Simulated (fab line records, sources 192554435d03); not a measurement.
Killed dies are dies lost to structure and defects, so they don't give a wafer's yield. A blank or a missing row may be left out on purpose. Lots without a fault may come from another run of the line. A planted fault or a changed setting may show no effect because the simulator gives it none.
Split-lot experiment | flow n5_finfet | 7 lots, 39 wafers read, on a route of 1938 steps

THE SPLIT
At N5_BEOL_M15_DEP_53 (deposits SiCN from 3MS/NH3, target thk 50 nm, time 17.8 s), the setting time_s was moved away from the recipe's 17.8 s on 9 of the 39 wafers read, by -42.8% to +21.3%. The other wafers ran this setting at the recipe's value.

The reading is taken at the split's own step.

THE READING
SiCN_of_BEOL_M15_DEP_53.thk_nm (the simulator's own value, which no gauge read), in nm, at N5_BEOL_M15_DEP_53 (deposits SiCN from 3MS/NH3, target thk 50 nm, time 17.8 s). The file gives no usual value for it. The 30 wafers here that ran the recipe average 49.9 nm, standard deviation 0.81 nm.

wafer  | tool, chamber at the split | time_s as run, s | against the recipe | SiCN_of_BEOL_M15_DEP_53.thk_nm, nm | against lot-mates on the recipe
L075.1 | pecvd-02, 0                | 17.8             | recipe             | 49.4                               | -
L075.2 | pecvd-02, 2                | 17.8             | recipe             | 49.6                               | -
L075.3 | pecvd-02, 1                | 17.8             | recipe             | 48.4                               | -
L075.5 | pecvd-02, 1                | 17.8             | recipe             | 48.4                               | -
L075.4 | pecvd-02, 2                | 17.8             | recipe             | 49.8                               | -
L075.6 | pecvd-02, 0                | 17.8             | recipe             | 50.2                               | -
L077.1 | pecvd-03, 2                | 17.8             | recipe             | 49                                 | -
L077.2 | pecvd-03, 0                | 17.8             | recipe             | 49.8                               | -
L077.3 | pecvd-03, 1                | 17.8             | recipe             | 49.4                               | -
L076.1 | pecvd-01, 0,1              | 17.8             | recipe             | 50.2                               | -
L076.2 | pecvd-01, 0,1              | 17.8             | recipe             | 50.2                               | -
L076.3 | pecvd-01, 2                | 17.8             | recipe             | 50.8                               | -
L076.4 | pecvd-01, 2                | 17.8             | recipe             | 51.2                               | -
L076.5 | pecvd-01, 0,1              | 17.8             | recipe             | 50.4                               | -
L076.6 | pecvd-01, 0,1              | 17.8             | recipe             | 50.4                               | -
L079.1 | pecvd-03, 2                | 17.8             | recipe             | 48.8                               | -
L079.2 | pecvd-03, 0                | 17.8             | recipe             | 49.6                               | -
L079.3 | pecvd-03, 1                | 17.8             | recipe             | 49                                 | -
L079.4 | pecvd-03, 2                | 17.8             | recipe             | 49.8                               | -
L079.5 | pecvd-03, 1                | 17.8             | recipe             | 50                                 | -
L079.6 | pecvd-03, 0                | 17.8             | recipe             | 50.2                               | -
L085.1 | pecvd-01, 0                | 10.19            | -42.8%             | 28.6                               | -21.9
L085.2 | pecvd-01, 2                | 10.19            | -42.8%             | 30.2                               | -20.3
L085.3 | pecvd-01, 1                | 17.8             | recipe             | 49.2                               | -
L085.4 | pecvd-01, 1                | 17.8             | recipe             | 50.4                               | -
L085.5 | pecvd-01, 2                | 17.8             | recipe             | 51.8                               | -
L085.6 | pecvd-01, 0                | 10.19            | -42.8%             | 29.8                               | -20.7
L091.1 | pecvd-01, 1                | 17.8             | recipe             | 49.2                               | -
L091.2 | pecvd-01, 0                | 17.8             | recipe             | 50                                 | -
L091.3 | pecvd-01, 2                | 21.6             | +21.3%             | 61                                 | +10.8
L091.4 | pecvd-01, 0                | 21.6             | +21.3%             | 60.6                               | +10.4
L091.5 | pecvd-01, 2                | 17.8             | recipe             | 51.4                               | -
L091.6 | pecvd-01, 1                | 21.6             | +21.3%             | 60.4                               | +10.2
L093.1 | pecvd-02, 2                | 17.8             | recipe             | 50                                 | -
L093.2 | pecvd-02, 1                | 12.91            | -27.5%             | 36.4                               | -14.0
L093.3 | pecvd-02, 0,2              | 12.91            | -27.5%             | 37                                 | -13.4
L093.6 | pecvd-02, 0,2              | 12.91            | -27.5%             | 37                                 | -13.4
L093.4 | pecvd-02, 0                | 17.8             | recipe             | 50.8                               | -
L093.5 | pecvd-02, 1                | 17.8             | recipe             | 50.4                               | -
Where a row lists several chambers, the file gives one row for several wafers and doesn't say which wafer went through which chamber.

THE FIT
A straight line over all 39 wafers: SiCN_of_BEOL_M15_DEP_53.thk_nm changes by +0.482 nm for each +1% of time_s; r = +0.99; the points scatter about the line by 0.77 nm.
The same after taking each lot's own level away (the mean of its wafers on the recipe; 39 wafers): +0.491 nm for each +1%; r = +1.00; scatter 0.6 nm.
On that fit, the largest move of time_s shifts the reading by 21 nm.
The lots' own levels span 49.30 to 50.53 nm, that is 1.5 times the standard deviation above.
So the lot-to-lot level changes the slope little: the two slopes agree.
Check: with one of the wafers moved furthest among these (-42.8%) left out of the fit, the line predicts -20.8 nm for it against its lot-mates. It came out at -21.9 nm against them.

OTHER SPLITS ON THESE WAFERS
These wafers also went through other splits before the reading. Each is held against what the fit with the lots' levels taken away leaves over:
other split on the same wafers           | wafers away from the commonest value | r with SiCN_of_BEOL_M15_DEP_53.thk_nm (lot level and that fit taken away)
N5_BEOL_M5_TRENCH_ETCH_37 target_depth_a | 12                                   | +0.01
N5_BEOL_M11_ETCH_62 time_s               | 18                                   | +0.00

THE FILE'S OWN FIT
SiCN_of_BEOL_M15_DEP_53.thk_nm changes by +0.491 nm for each +1% of time_s, r = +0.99.
